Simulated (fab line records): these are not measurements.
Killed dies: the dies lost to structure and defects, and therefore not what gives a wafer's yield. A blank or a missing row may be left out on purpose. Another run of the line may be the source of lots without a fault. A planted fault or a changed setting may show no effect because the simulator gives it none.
A lot that was struck, set against a sound lot || flow nand_harc || 15 out of 1159 route steps
Sound: the wafers L289.1, L289.2, L289.5. Struck: wafers L292.4, L292.5, L292.6. The cause is named last.
At each step with rows: each side's tool, then ch and its chambers, then its first start. Under that, the readings that differ: sound wafers || struck wafers || difference of the means || sigmas: that difference in standard deviations of wafers without a fault.
alike: words and numbers the same on both sides, and readings whose means are apart by under 2 such deviations; not compared: readings that were withheld, readings missing a value for some wafer, numbers with overlapping values and no deviation given by the record, and bounds like >300 which may hide the same value.
The two part at a step that has a row with sigmas, a row that says differs or no value, or rows on one side only. Non-overlapping numbers with no deviation appear without sigmas and do not part them. A reading missing from all wafers of one side parts the sides only when that side holds two or more wafers.

first, 3 steps without rows for these wafers: NHARC_THIN_TSV_EXPOSE_09 (exposes mask TSV); NHARC_THIN_TSV_PEB_10 (peb time 85 s); NHARC_THIN_TSV_DEVELOP_11 (time 70 s).
NHARC_THIN_TSV_CD_MEAS_12: target cd 1000 nm.
  sound on cd_sem-01 ch 0, day 18 13:30; struck on cd_sem-01 ch 0, day 19 16:10
  alike: cd_nm
then, 1 step without rows for these wafers: NHARC_THIN_TSV_HARDBAKE_13 (time 80 s).
NHARC_THIN_TSV_DESCUM_14: chemistry O2, time 3 s.
  sound on rie_diel-09 ch 0,1,2, day 18 13:40; struck on rie_diel-09 ch 1,2,3, day 19 16:20
  alike: drypump_motor_current_A, oes_product_au, rf_vpp_V, showerhead_plenum_p_Torr, throttle_valve_pct
  not compared: rf_hours_counter_h
NHARC_THIN_TSV_ETCH_44: etches the open film in CF4/O2, target depth 1594.2 nm, time 797.1 s.
  sound on rie_diel-09 ch 0,2,3, day 18 13:52; struck on rie_diel-09 ch 0,1,3, day 19 16:34
  alike: drypump_motor_current_A, oes_product_au, rf_vpp_V, showerhead_plenum_p_Torr, throttle_valve_pct
  not compared: rf_hours_counter_h
NHARC_THIN_TSV_ETCH_15: target depth 3000 nm, bosch target overetch cycles 2, bosch etch step 2.8 s.
  sound on rie_si-03 ch 1,3, day 18 14:20; struck on rie_si-03 ch 0,2,3, day 19 17:01
  alike: drypump_motor_current_A
  not compared: rf_hours_counter_h
NHARC_THIN_TSV_CD_MEAS_16:
  struck on cd_sem-02, day 19 17:08; sound on cd_sem-01, day 18 14:28
  alike: cd_nm
NHARC_THIN_TSV_STRIP_45: strips in O2.
  sound on plasma_asher-02 ch 0,1, day 18 14:32; struck on plasma_asher-02 ch 0,1, day 19 17:22
{"reading": "rf_refl_power_W (W)", "sound": "- - -", "struck": "16 16 20", "difference": "no value on the sound wafers", "sigmas": ""}
  alike: drypump_motor_current_A, heater_power_w
  not compared: rf_hours_counter_h
then, 1 step without rows for these wafers: NHARC_THIN_TSV_STRIP_46 (strips in post etch residue remover, time 1200 s).
NHARC_THIN_TSV_DEP_47: deposits SiO2, target thk 200 nm.
  sound on pecvd-03 ch 0,2, day 18 15:30; struck on pecvd-04 ch 0,1,2, day 19 18:10
  alike: chamber_pressure_Torr, throttle_valve_pct
NHARC_THIN_TSV_ETCHBACK_48: etches the open film in C4F8/Ar, target depth 1028.5 nm, time 405.17 s.
  sound on rie_diel-05 ch 2,3, day 18 15:55; struck on rie_diel-12 ch 1,2,3, day 19 18:32
{"reading": "run_length_s (s)", "sound": "426.0 426.1 426.4", "struck": "326.1 325.2 325.1", "difference": -100.7, "sigmas": "-99 or more"}
  alike: oes_product_au, rf_vpp_V
  not compared: rf_hours_counter_h
then, 1 step without rows for these wafers: NHARC_THIN_TSV_STRIP_62 (strips in N2/H2, time 20 s).
NHARC_END_SORT_01:
  here the record holds rows for the struck wafers (prober-02 ch 0, day 20 10:06) but none for the sound ones

== WHERE THEY PART ==
First at NHARC_THIN_TSV_STRIP_45; last, within this record, at NHARC_END_SORT_01.

WHY: what had been put in by the simulator
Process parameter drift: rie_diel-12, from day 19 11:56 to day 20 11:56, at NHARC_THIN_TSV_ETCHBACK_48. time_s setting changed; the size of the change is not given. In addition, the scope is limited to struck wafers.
